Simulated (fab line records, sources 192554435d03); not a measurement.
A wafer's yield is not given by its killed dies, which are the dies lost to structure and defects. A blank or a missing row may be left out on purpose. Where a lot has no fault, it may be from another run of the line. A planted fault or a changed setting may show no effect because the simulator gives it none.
fab line records -- flow n5_finfet
record lots=5, wafers=15, last_day=18
route steps=1938 shown BEOL_M0_SAQP@655 BEOL_M4@1111 PASSIVATION@1936
lots untouched by any fault: they come from a run of this same line in which no faults occurred
start_h: start of the lot's first displayed wafer, in hours after the record's first day -- wait_h: hours from the lot's prior step to this one -- " same as the row above -- L1.1+2: one row covering several wafers at once -- - either no value or no given start -- * or withheld: withheld -- < > ~ a bound
route shown NAME@n: names a module that has steps shown in the file, with the first one's number in the route -- usual: mean and standard deviation over wafers with no fault -- same: alike in all rows -- chamber/n: place in a boat -- sites: each site's reading -- _std_site: the standard deviation of these -- _edge_site: the outer-site mean with the inner-site mean subtracted -- radius_mm: how far each site lies from the wafer's centre -- mask NAME#n: copy n -- behind: the last tool/chamber to shape the wafer -- hold: cause of the lot's hold/its duration in hours/its outcome -- device: the transistor (n, p or np) that didn't switch -- end of line: at the end of the route, the tests of the same wafers -- for a step that has no rows: nothing shown but its recipe -- killed: at the first sort, the dies lost to defects and structure; wafer yield is something else -- map: per-die view of a wafer (x killed, . not killed, _ where there is no die)
set.NAME: the setting as run; set.NAME@STEP: as run at that earlier step -- model.NAME: the simulator's own value behind a step, which no gauge read
lots at selected steps of the route; one table per step, one row per wafer
services: from which hour (start_h, from the record's first day; less than 0 if before it) a tool's chamber was out of use, for how many hours, and why
## steps
# step N5_BEOL_M0_SAQP_STRIP_80
# recipe chemistry=N2/H2, temp_c=40, n2_flow_sccm=200, h2_flow_sccm=200, rf_frequency_hz=6e+07
# step N5_BEOL_M0_SAQP_HM_OPEN_112
# recipe chemistry=CHF3/O2, target=SiO2, stop_on=a-Si, target_depth_a=120, over_etch_frac=1.25, mask_material=SOC, time_s=13.5, pressure_mtorr=30, source_w=650, bias_w=170, Ar_flow_sccm=200, CHF3_flow_sccm=50, O2_flow_sccm=5, ion_energy_ev=200, ends=end_point
# usual drypump_motor_current_A=5.66/0.29, oes_product_au=0.49/0.058, rf_vpp_V=528/5.2, showerhead_plenum_p_Torr=2.40/0.082, throttle_valve_pct=18.89/0.21
# same over_etch_frac=1.25
lot.wafer,tool,chamber,start_h,wait_h,drypump_motor_current_A,oes_product_au,rf_hours_counter_h,rf_vpp_V,showerhead_plenum_p_Torr,throttle_valve_pct
L396.1,rie_diel-04,2,151.73,0.0,5.76,0.44,237,519,2.39,18.89
L396.3,rie_diel-04,0,151.73,0.0,5.68,0.47,176,532,2.40,19.19
L396.6,rie_diel-04,1,151.73,0.0,5.92,0.48,-,531,2.51,18.76
L406.1,rie_diel-04,0,217.35,0.0,5.67,0.47,196,532,2.40,19.26
L406.3,rie_diel-04,1,217.35,0.0,5.91,0.48,181,530,2.50,18.77
L406.5,rie_diel-04,0,217.35,0.0,5.71,0.47,-,532,2.39,19.26
L407.1,rie_diel-02,3,224.93,0.0,5.51,0.61,5,527,2.36,18.84
L407.4,rie_diel-02,0,224.93,0.0,5.30,0.47,-,530,2.28,18.85
L407.5,rie_diel-02,3,224.93,0.0,5.47,0.60,-,525,2.36,18.84
L409.1,rie_diel-02,0,237.10,0.0,5.29,0.46,198,531,2.28,18.84
L409.2,rie_diel-02,2,237.10,0.0,5.70,0.61,3,529,2.47,18.52
L409.3,rie_diel-02,3,237.10,0.0,5.45,0.59,8,527,2.36,18.85
L411.1,rie_diel-04,1,246.44,0.0,5.94,0.47,188,529,2.49,18.80
L411.4,rie_diel-04,1,246.44,0.0,5.90,0.47,-,531,2.49,18.80
L411.5,rie_diel-04,0,246.44,0.0,5.70,0.46,-,534,2.39,19.26
# step N5_BEOL_M0_SAQP_STRIP_113
# recipe chemistry=CHF3/O2, resist=SiARC, rf_frequency_hz=6e+07
# step N5_BEOL_M0_SAQP_MANDREL_ETCH_20
# recipe target_depth_a=600, chemistry=HBr/Cl2, target=a-Si, stop_on=SiNx, bt_time_s=10, mask_material=SOC, over_etch_frac=0.5, time_s=30, pressure_mtorr=10, icp_w=800, bias_w=75, HBr_flow_sccm=150, Cl2_flow_sccm=80, ends=end_point
# usual drypump_motor_current_A=5.6/0.41, oes_product_au=0.774/0.015, throttle_valve_pct=35.4/0.36
# same over_etch_frac=0.5
lot.wafer,tool,chamber,start_h,wait_h,drypump_motor_current_A,oes_product_au,rf_hours_counter_h,throttle_valve_pct
L396.1,rie_si-06,2,151.82,0.0,5.0,0.764,116,35.5
L396.3,rie_si-06,0,151.82,0.0,5.5,0.774,52,34.6
L396.6,rie_si-06,0,151.82,0.0,5.4,0.782,-,34.6
L406.1,rie_si-06,0,217.43,0.0,5.5,0.779,53,34.6
L406.3,rie_si-06,3,217.43,0.0,5.4,0.761,79,35.4
L406.5,rie_si-06,0,217.43,0.0,5.5,0.783,-,34.6
L407.1,rie_si-01,0,225.01,0.0,5.8,0.784,109,35.2
L407.4,rie_si-01,1,225.01,0.0,6.1,0.798,59,35.1
L407.5,rie_si-01,0,225.01,0.0,5.8,0.796,-,35.2
L409.1,rie_si-06,2,237.18,0.0,5.0,0.770,117,35.5
L409.2,rie_si-06,1,237.18,0.0,5.8,0.749,7,35.9
L409.3,rie_si-06,0,237.18,0.0,5.5,0.764,54,34.7
L411.1,rie_si-02,0,246.52,0.0,5.3,0.780,37,35.3
L411.4,rie_si-02,3,246.52,0.0,6.4,0.796,162,35.6
L411.5,rie_si-02,3,246.52,0.0,6.4,0.794,-,35.6
# step N5_BEOL_M0_SAQP_STRIP_86
# recipe chemistry=N2/H2, power_w=500, temp_c=40, pressure_mtorr=50, rf_frequency_hz=6e+07, overash_fraction=0.3, bias_power_w=28, h2_frac=0.5, n2_flow_sccm=300, h2_flow_sccm=300
# usual drypump_motor_current_A=5.6/0.31, oes_product_au=0.75/0.095, rf_vpp_V=121.9/1.4, showerhead_plenum_p_Torr=3.37/0.11, throttle_valve_pct=18.92/0.27
lot.wafer,tool,chamber,start_h,wait_h,drypump_motor_current_A,oes_product_au,rf_hours_counter_h,rf_vpp_V,showerhead_plenum_p_Torr,throttle_valve_pct
L396.1,rie_diel-05,2,151.92,0.1,5.9,0.73,147,124.8,3.35,18.43
L396.3,rie_diel-05,1,151.92,0.1,5.1,0.85,29,120.1,3.42,18.75
L396.6,rie_diel-05,2,151.92,0.1,5.9,0.73,-,121.4,3.35,18.44
L406.1,rie_diel-04,1,217.53,0.1,5.9,0.72,181,122.9,3.50,19.01
L406.3,rie_diel-04,0,217.53,0.1,5.7,0.72,196,123.6,3.32,18.92
L406.5,rie_diel-04,2,217.53,0.1,5.8,0.94,-,122.8,3.32,18.82
L407.1,rie_diel-02,0,225.11,0.1,5.3,0.72,195,121.9,3.21,18.86
L407.4,rie_diel-02,1,225.11,0.1,5.8,0.67,-,120.2,3.46,18.85
L407.5,rie_diel-02,0,225.11,0.1,5.3,0.71,-,119.7,3.21,18.86
L409.1,rie_diel-05,2,237.28,0.1,5.9,0.73,170,121.6,3.33,18.47
L409.2,rie_diel-05,0,237.28,0.1,5.3,0.72,185,120.9,3.32,18.62
L409.3,rie_diel-05,1,237.28,0.1,5.1,0.84,52,123.2,3.41,18.79
L411.1,rie_diel-02,0,246.62,0.1,5.3,0.71,200,120.9,3.21,18.88
L411.4,rie_diel-02,0,246.62,0.1,5.3,0.71,-,120.5,3.21,18.84
L411.5,rie_diel-02,3,246.62,0.1,5.5,0.93,-,122.7,3.29,18.88
# step N5_BEOL_M0_SAQP_STRIP_115
# recipe chemistry=post_etch_residue_remover, time_s=60, temp_c=25, remover_ph=withheld, remover_water_wt_pct=withheld, remover_fluoride_wt_pct=withheld
# step N5_BEOL_M0_SAQP_SRD_93
# recipe dry=ipa_marangoni, time_s=30, temp_c=23, rinse_liquid=diw
# step N5_BEOL_M0_SAQP_RECESS_114
# recipe chemistry=HF/NH3, target=SiO2, target_depth_a=144, afs_cycles=3, temp_c=30, sublimation_temp_c=180, sublimation_time_s=60
# step N5_BEOL_M0_SAQP_SPACER1_ALD_98
# recipe material=SiO2, target_thk_a=128, temp_c=300, ald_precursor_family=BDEAS, ald_co_reactant=O2-plasma, pulse_time_s=1, purge_time_s=2, co_reactant_purge_time_s=2, ald_cycles=138, pressure_torr=2
# usual heater_power_outer_w=262/28, heater_power_w=474/45, precursor_pulse_height_rel=0.996/0.018, susceptor_temp_C=300.01/0.18
# same purge_time_s=2
lot.wafer,tool,chamber,start_h,wait_h,heater_power_outer_w,heater_power_w,precursor_pulse_height_rel,susceptor_temp_C
L396.1,ald_sin-01,2,153.91,1.7,253,449,0.997,300.11
L396.3,ald_sin-01,1,153.91,1.7,269,480,1.039,300.15
L396.6,ald_sin-01,2,153.91,1.7,252,453,0.984,300.10
L406.1,ald_sin-01,2,218.05,0.3,258,466,0.985,299.89
L406.3,ald_sin-01,3,218.05,0.3,305,565,1.012,300.09
L406.5,ald_sin-01,1,218.05,0.3,266,490,0.993,299.92
L407.1,ald_sin-02,1,225.63,0.3,256,504,1.022,299.86
L407.4,ald_sin-02,0,225.63,0.3,238,427,1.010,300.08
L407.5,ald_sin-02,1,225.63,0.3,261,493,0.982,299.95
L409.1,ald_sin-01,1,237.79,0.3,281,483,0.989,300.10
L409.2,ald_sin-01,2,237.79,0.3,247,448,1.026,299.93
L409.3,ald_sin-01,3,237.79,0.3,310,565,1.011,299.83
L411.1,ald_sin-01,1,248.14,1.3,269,484,0.987,300.03
L411.4,ald_sin-01,2,248.14,1.3,244,457,1.029,299.93
L411.5,ald_sin-01,2,248.14,1.3,248,462,1.011,300.04
# step N5_BEOL_M0_SAQP_SPACER1_ETCHBACK_99
# recipe chemistry=CHF3/O2, mode=anisotropic_etchback, target=SiO2, target_depth_a=154, time_s=7.7, pressure_mtorr=30, source_w=650, bias_w=170, Ar_flow_sccm=200, CHF3_flow_sccm=50, O2_flow_sccm=5, ion_energy_ev=200
# usual drypump_motor_current_A=5.6/0.33, oes_product_au=0.76/0.096, rf_vpp_V=527/5.8, showerhead_plenum_p_Torr=2.40/0.076, throttle_valve_pct=18.92/0.23
lot.wafer,tool,chamber,start_h,wait_h,drypump_motor_current_A,oes_product_au,rf_hours_counter_h,rf_vpp_V,showerhead_plenum_p_Torr,throttle_valve_pct
L396.1,rie_diel-05,0,154.45,0.3,5.3,0.74,164,531,2.41,18.84
L396.3,rie_diel-05,2,154.45,0.3,5.9,0.73,148,516,2.41,18.71
L396.6,rie_diel-05,0,154.45,0.3,5.3,0.74,-,531,2.41,18.85
L406.1,rie_diel-04,2,218.52,0.3,5.8,0.96,3,522,2.39,18.61
L406.3,rie_diel-04,0,218.52,0.3,5.7,0.70,196,531,2.39,19.32
L406.5,rie_diel-04,2,218.52,0.3,5.8,0.96,-,522,2.39,18.61
L407.1,rie_diel-04,3,226.10,0.3,5.5,0.70,231,533,2.28,19.21
L407.4,rie_diel-04,1,226.10,0.3,5.9,0.72,183,530,2.50,18.86
L407.5,rie_diel-04,0,226.10,0.3,5.7,0.70,-,531,2.39,19.30
L409.1,rie_diel-04,2,238.27,0.3,5.7,0.94,7,521,2.39,18.62
L409.2,rie_diel-04,0,238.27,0.3,5.7,0.71,200,533,2.39,19.31
L409.3,rie_diel-04,1,238.27,0.3,5.9,0.72,185,530,2.49,18.85
L411.1,rie_diel-05,3,248.61,0.3,6.3,0.92,17,537,2.56,18.92
L411.4,rie_diel-05,0,248.61,0.3,5.3,0.71,187,531,2.40,18.87
L411.5,rie_diel-05,2,248.61,0.3,5.9,0.72,-,515,2.40,18.73
# step N5_BEOL_M0_SAQP_MANDREL1_REMOVE_100
# recipe chemistry=HBr/Cl2/O2, bt_time_s=10, target=a-Si, stop_on=SiNx, endpoint=OES-SiCl, over_etch_frac=0.85, icp_w=600, bias_w=30, HBr_flow_sccm=150, Cl2_flow_sccm=80, O2_flow_sccm=5, pressure_mtorr=10
# step N5_BEOL_M0_SAQP_CD_MEAS_25
# recipe target_cd_nm=13.1, landing_energy_ev=1000, detector=se_inlens
# usual cd_nm=12.85/0.22
lot.wafer,tool,chamber,start_h,wait_h,cd_nm
L396.1,cd_sem-02,0,154.65,0.1,12.66
L396.3,cd_sem-02,0,154.65,0.1,12.70
L396.6,cd_sem-02,0,154.65,0.1,13.30
L406.1,cd_sem-02,0,218.72,0.1,12.57
L406.3,cd_sem-02,0,218.72,0.1,12.73
L406.5,cd_sem-02,0,218.72,0.1,13.20
L407.1,cd_sem-01,0,226.30,0.1,12.87
L407.4,cd_sem-01,0,226.30,0.1,13.25
L407.5,cd_sem-01,0,226.30,0.1,12.62
L409.1,cd_sem-01,0,238.47,0.1,12.95
L409.2,cd_sem-01,0,238.47,0.1,12.69
L409.3,cd_sem-01,0,238.47,0.1,12.72
L411.1,cd_sem-02,0,248.81,0.1,13.02
L411.4,cd_sem-02,0,248.81,0.1,12.78
L411.5,cd_sem-02,0,248.81,0.1,13.09
# step N5_BEOL_M0_SAQP_ETCH_101
# recipe chemistry=CH3F/O2, target=SiNx, mask_material=SiO2, target_depth_a=299, time_s=42.7, pressure_mtorr=30, source_w=395, bias_w=73, Ar_flow_sccm=150, CH3F_flow_sccm=30, O2_flow_sccm=20, ion_energy_ev=120
# usual drypump_motor_current_A=5.6/0.3, oes_product_au=0.75/0.093, rf_vpp_V=299.2/3, showerhead_plenum_p_Torr=1.99/0.069, throttle_valve_pct=16.41/0.22
lot.wafer,tool,chamber,start_h,wait_h,drypump_motor_current_A,oes_product_au,rf_hours_counter_h,rf_vpp_V,showerhead_plenum_p_Torr,throttle_valve_pct,model.etch.depth_nm
L396.1,rie_diel-02,1,154.98,0.3,5.9,0.67,226,296.0,2.07,16.44,29.51
L396.3,rie_diel-02,3,154.98,0.3,5.4,0.66,251,297.6,1.96,16.74,28.9
L396.6,rie_diel-02,0,154.98,0.3,5.3,0.72,-,301.2,1.89,16.37,29.26
L406.1,rie_diel-04,0,218.76,0.0,5.7,0.70,196,301.5,1.99,16.76,28.25
L406.3,rie_diel-04,2,218.76,0.0,5.7,0.96,3,293.7,1.98,16.04,30.21
L406.5,rie_diel-04,3,218.76,0.0,5.5,0.70,-,302.5,1.89,16.69,30.15
L407.1,rie_diel-02,3,226.34,0.0,5.5,0.95,5,298.6,1.96,16.31,30.66
L407.4,rie_diel-02,1,226.34,0.0,5.8,0.80,-,297.1,2.06,16.50,39.26
L407.5,rie_diel-02,0,226.34,0.0,5.3,0.70,-,301.4,1.89,16.42,29.09
L409.1,rie_diel-02,3,238.51,0.0,5.5,0.94,8,297.4,1.95,16.31,30.68
L409.2,rie_diel-02,2,238.51,0.0,5.7,0.97,3,299.7,2.05,15.96,30.07
L409.3,rie_diel-02,0,238.51,0.0,5.3,0.70,198,300.1,1.89,16.41,29.07
L411.1,rie_diel-04,0,248.85,0.0,5.7,0.69,203,302.1,1.98,16.78,28.15
L411.4,rie_diel-04,3,248.85,0.0,5.5,0.69,-,301.2,1.88,16.71,29.88
L411.5,rie_diel-04,0,248.85,0.0,5.7,0.69,-,300.1,1.98,16.77,28.36
# step N5_BEOL_M0_SAQP_ETCH_102
# recipe chemistry=CF4, target=SiO2, target_depth_a=40, ion_energy_ev=350, time_s=4.4, pressure_mtorr=10, icp_w=800, bias_w=400, cf4_flow_sccm=80
# step N5_BEOL_M4_RC_MEAS_101
# usual DIBL_N=35.6/1.7, DIBL_P=35.0/2, IOFF_N=0.148/0.027, IOFF_P=0.19/0.032, ION_N=671/14, ION_P=460/9.1, SS_N=71.3/0.62, SS_P=73.0/0.64, VT_N=251/3.2, VT_P=-251.5/2.9
lot.wafer,tool,chamber,start_h,wait_h,DIBL_N[mV/V],DIBL_P[mV/V],IOFF_N[nA/um],IOFF_P[nA/um],ION_N[uA/um],ION_P[uA/um],SS_N[mV/dec],SS_P[mV/dec],VT_N[mV],VT_P[mV]
L396.1,prober-02,0,217.39,0.0,35.7,34.8,0.150,0.21,679,469,71.5,72.9,251,-249.0
L396.3,prober-02,0,217.39,0.0,37.2,37.8,0.198,0.27,692,481,71.6,74.5,245,-244.9
L396.6,prober-02,0,217.39,0.0,34.9,34.9,0.145,0.21,679,471,71.1,73.0,252,-246.8
L406.1,prober-01,0,296.51,0.0,36.1,35.4,0.141,0.18,672,458,70.8,72.8,252,-252.9
L406.3,prober-01,0,296.51,0.0,36.5,36.2,0.153,0.19,670,457,70.9,72.4,251,-250.3
L406.5,prober-01,0,296.51,0.0,37.2,36.2,0.154,0.18,670,452,71.8,73.2,252,-253.0
L407.1,prober-01,0,299.94,0.0,35.0,33.2,0.122,0.17,667,458,71.4,72.3,253,-251.9
L407.4,prober-01,0,299.94,0.0,34.7,32.3,0.114,0.15,657,457,70.9,72.1,254,-255.0
L407.5,prober-01,0,299.94,0.0,36.6,34.5,0.151,0.19,656,459,71.8,73.2,253,-250.2
L409.1,prober-02,0,308.39,0.0,34.3,32.2,0.131,0.17,661,456,71.4,72.9,250,-251.8
L409.2,prober-02,0,308.39,0.0,38.1,37.4,0.208,0.26,696,476,72.1,73.8,245,-246.6
L409.3,prober-02,0,308.39,0.0,35.2,33.9,0.154,0.19,671,462,71.3,73.0,247,-250.4
L411.1,prober-02,0,321.78,0.0,35.3,35.0,0.142,0.18,665,450,71.4,72.7,251,-255.6
L411.4,prober-02,0,321.78,0.0,35.8,35.6,0.147,0.18,665,455,71.5,73.2,254,-252.2
L411.5,prober-02,0,321.78,0.0,36.5,36.9,0.167,0.21,685,468,71.1,73.7,250,-250.5
# step N5_PASSIVATION_PROBE_49
# usual defect_limited_yield=91.2/1.6, killed_at_M0_to_M3=35/11, killed_at_M4_up=14/5.4, killed_at_contacts=13/6, killed_at_front_end=38/11, killed_at_other=3.4/2.6, killed_dies=104/19, killed_open=68/13, killed_short=34/8.5, sort_bin_5_function=5.1/1, sort_bin_6_memory=3.3/0.72, sort_n_pass=1075/22, sort_yield_pct=91.1/1.9
# same gross_dies=1180, killed_at_back_side=0, sort_bin_4_leakage[%]=0, sort_bin_8_speed[%]=0
lot.wafer,tool,chamber,start_h,wait_h,defect_limited_yield[%],killed_at_M0_to_M3,killed_at_M4_up,killed_at_contacts,killed_at_front_end,killed_at_other,killed_dies,killed_open,killed_short,sort_bin_5_function[%],sort_bin_6_memory[%],sort_n_pass,sort_yield_pct[%]
L396.1,prober-01,-,331.49,0.0,91.0,34,12,18,41,1,106,67,30,5.4,2.6,1074,91.0
L396.3,prober-01,-,331.59,0.1,91.7,30,22,19,27,0,98,77,20,5.3,2.8,1082,91.7
L396.6,prober-01,-,331.74,0.3,90.8,36,15,13,42,3,109,72,37,5.2,3.8,1071,90.8
L406.1,prober-02,-,408.28,0.0,92.6,40,3,12,28,4,87,61,26,3.8,3.1,1093,92.6
L406.3,prober-02,-,408.38,0.1,91.0,26,13,22,42,3,106,70,36,4.8,3.7,1074,91.0
L406.5,prober-02,-,408.48,0.2,91.6,34,5,10,48,2,99,68,31,4.7,3.4,1081,91.6
L407.1,prober-01,-,414.89,0.0,88.4,28,31,12,60,6,137,84,38,6.8,3.4,1043,88.4
L407.4,prober-01,-,415.04,0.2,88.0,46,32,6,56,2,142,96,46,6.3,5.4,1038,88.0
L407.5,prober-01,-,415.09,0.2,85.9,57,24,9,68,8,166,92,68,8.5,4.7,1014,85.9
L409.1,prober-01,-,422.17,0.4,93.6,17,16,10,28,4,75,47,27,3.7,2.4,1105,93.6
L409.2,prober-01,-,422.22,0.5,90.9,28,24,10,43,2,107,64,43,5.8,2.9,1073,90.9
L409.3,prober-01,-,422.27,0.5,92.5,27,18,8,29,6,88,62,24,4.2,2.9,1092,92.5
L411.1,prober-02,-,435.97,0.0,91.9,31,20,23,20,1,95,64,26,3.7,3.8,1085,91.9
L411.4,prober-02,-,436.12,0.2,94.0,24,10,16,18,3,71,50,21,3.8,1.9,1109,94.0
L411.5,prober-02,-,436.17,0.2,93.3,24,18,12,22,3,79,53,23,3.6,3.1,1101,93.3
# killed by level:class
L396.1 MOL_CONTACT_COAG:geometric_particle:open=15 BEOL_M2:geometric_particle:open=9 FIN_SAQP:geometric_particle:open=7 FIN_SAQP:geometric_particle:short=7 BEOL_M3:geometric_particle:open=7 BEOL_M1:geometric_particle:open=6 STI_FIN_REVEAL:geometric_particle:open=5 HKMG_FIN:area_etch=5
L396.3 MOL_CONTACT_COAG:geometric_particle:open=16 BEOL_M3:geometric_particle:open=9 BEOL_M5:geometric_particle:open=8 BEOL_M2:geometric_particle:open=7 BEOL_M4:geometric_particle:open=6 DUMMY_GATE:geometric_particle:open=5 BEOL_M2:geometric_particle:short=5 GATE_CUT:geometric_particle:open=4
L396.6 FIN_SAQP:geometric_particle:open=17 MOL_CONTACT_COAG:geometric_particle:open=10 FIN_SAQP:geometric_particle:short=8 BEOL_M3:geometric_particle:short=8 BEOL_M2:geometric_particle:open=7 BEOL_M4:geometric_particle:open=7 BEOL_M5:geometric_particle:open=6 BEOL_M0_SAQP:geometric_particle:short=5
L406.1 STI_FIN_REVEAL:geometric_particle:open=11 BEOL_M3:geometric_particle:open=11 MOL_CONTACT_COAG:geometric_particle:open=9 BEOL_M0_SAQP:geometric_particle:short=9 BEOL_M0_SAQP:geometric_particle:open=8 ILD0:geometric_particle:open=4 MOL_CONTACT_COAG:geometric_particle:short=3 BEOL_M1:geometric_particle:open=3
L406.3 MOL_CONTACT_COAG:geometric_particle:open=14 FIN_SAQP:geometric_particle:open=13 BEOL_M2:geometric_particle:open=10 MOL_CONTACT_COAG:geometric_particle:short=8 FIN_SAQP:geometric_particle:short=7 STI_FIN_REVEAL:geometric_particle:open=6 BEOL_M4:geometric_particle:open=4 STARTING-WAFER:geometric_particle:open=4
L406.5 BEOL_M2:geometric_particle:open=15 STI_FIN_REVEAL:geometric_particle:open=13 GATE_CUT:geometric_particle:short=7 MOL_CONTACT_COAG:geometric_particle:open=7 FIN_SAQP:geometric_particle:open=5 BEOL_M0_SAQP:geometric_particle:open=5 FIN_SAQP:geometric_particle:short=4 STI_FIN_REVEAL:geometric_particle:short=4
L407.1 BEOL_M4:geometric_particle:open=16 HKMG_FIN:area_etch=15 STI_FIN_REVEAL:geometric_particle:open=10 BEOL_M1:geometric_particle:open=9 FIN_SAQP:geometric_particle:open=8 MOL_CONTACT_COAG:geometric_particle:open=8 BEOL_M0_SAQP:geometric_particle:short=6 BEOL_M0_SAQP:geometric_particle:open=6
L407.4 BEOL_M4:geometric_particle:open=17 BEOL_M0_SAQP:geometric_particle:short=17 FIN_SAQP:geometric_particle:open=14 FIN_SAQP:geometric_particle:short=14 STI_FIN_REVEAL:geometric_particle:open=9 BEOL_M0_SAQP:geometric_particle:open=9 BEOL_M2:geometric_particle:open=8 STARTING-WAFER:geometric_particle:open=5
L407.5 BEOL_M0_SAQP:geometric_particle:short=23 FIN_SAQP:geometric_particle:open=16 FIN_SAQP:geometric_particle:short=14 BEOL_M0_SAQP:geometric_particle:open=13 BEOL_M4:geometric_particle:open=11 STI_FIN_REVEAL:geometric_particle:open=10 BEOL_M0:geometric_particle:open=9 MOL_CONTACT_COAG:geometric_particle:open=7
L409.1 MOL_CONTACT_COAG:geometric_particle:open=7 BEOL_M2:geometric_particle:open=6 ILD0:geometric_particle:open=5 GATE_CUT:geometric_particle:open=5 ILD0:geometric_particle:short=4 GATE_CUT:geometric_particle:short=4 MOL_CONTACT_COAG:geometric_particle:short=3 BEOL_M0_SAQP:geometric_particle:open=3
L409.2 BEOL_M4:geometric_particle:open=13 BEOL_M0_SAQP:geometric_particle:open=12 FIN_SAQP:geometric_particle:short=11 BEOL_M0_SAQP:geometric_particle:short=10 FIN_SAQP:geometric_particle:open=9 STI_FIN_REVEAL:geometric_particle:open=9 MOL_CONTACT_COAG:geometric_particle:open=8 ILD0:geometric_particle:short=4
L409.3 STI_FIN_REVEAL:geometric_particle:open=10 BEOL_M0_SAQP:geometric_particle:open=9 BEOL_M0_SAQP:geometric_particle:short=9 MOL_CONTACT_COAG:geometric_particle:open=8 FIN_SAQP:geometric_particle:open=6 FIN_SAQP:geometric_particle:short=5 BEOL_M2:geometric_particle:open=5 BEOL_M4:geometric_particle:open=5
L411.1 MOL_CONTACT_COAG:geometric_particle:open=17 BEOL_M4:geometric_particle:open=11 BEOL_M0_SAQP:geometric_particle:open=10 BEOL_M2:geometric_particle:open=8 MOL_CONTACT_COAG:geometric_particle:short=6 BEOL_M0_SAQP:geometric_particle:short=6 DUMMY_GATE:geometric_particle:open=4 HKMG_FIN:area_etch=4
L411.4 MOL_CONTACT_COAG:geometric_particle:open=14 BEOL_M0_SAQP:geometric_particle:short=9 GATE_CUT:geometric_particle:short=4 BEOL_M0:geometric_particle:open=4 BEOL_M4:geometric_particle:open=4 DUMMY_GATE:geometric_particle:open=3 SPACER0:geometric_particle:open=3 BEOL_M1:geometric_particle:open=3
L411.5 BEOL_M2:geometric_particle:open=12 MOL_CONTACT_COAG:geometric_particle:open=9 BEOL_M5:geometric_particle:open=6 BEOL_M4:geometric_particle:open=5 STI_FIN_REVEAL:geometric_particle:open=4 MOL_CONTACT_COAG:geometric_particle:short=3 BEOL_M0:geometric_particle:open=3 STARTING-WAFER:geometric_particle:short=3
## services
tool,chamber,start_h,hours,kind
rie_diel-04,3,129.24,4.7,repair
rie_diel-05,3,129.79,4.6,repair
rie_diel-02,3,158.29,9.1,repair
rie_diel-02,3,186.90,-,clean
rie_diel-02,3,186.90,-,consumable_replace:focus_ring
rie_diel-02,3,186.90,19.3,scheduled_down
rie_diel-02,3,186.90,19.3,vent_cycle
rie_diel-02,1,189.70,2.6,repair
rie_diel-04,2,193.49,-,clean
rie_diel-04,2,193.49,-,consumable_replace:focus_ring
rie_diel-04,2,193.49,13.0,scheduled_down
rie_diel-04,2,193.49,13.0,vent_cycle
rie_diel-02,2,206.43,-,clean
rie_diel-02,2,206.43,-,consumable_replace:focus_ring
rie_diel-02,2,206.43,20.5,scheduled_down
rie_diel-02,2,206.43,20.5,vent_cycle
rie_diel-04,0,207.73,1.7,repair
ald_sin-02,3,223.43,9.2,repair
rie_si-01,3,227.14,13.8,repair
rie_diel-02,1,228.55,-,clean
rie_diel-02,1,228.55,-,consumable_replace:focus_ring
rie_diel-02,1,228.55,24.3,scheduled_down
rie_diel-04,2,240.24,10.5,repair
rie_si-02,-,243.53,2.8,pm
## key
first_sign none at tools or gauges
model_effect step=N5_BEOL_M0_SAQP_ETCH_101, value=etch.depth_nm, without=29.09, struck=39.26
met_at N5_BEOL_M0_SAQP_ETCH_101
struck_wafers L407.4
baseline_loss step=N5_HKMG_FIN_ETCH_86, wafers=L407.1
onset_between 154.98 226.34
fault kind=process_parameter_drift, tool=rie_diel-02, chamber=1, onset_h=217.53, steps=N5_BEOL_M0_SAQP_ETCH_101, channel=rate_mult, offset=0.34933, shape=step, end_h=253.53
# baseline_loss: these wafers lose ten dies or more at that step, a loss of the line's own and not of a fault; the sort's usual values leave them out
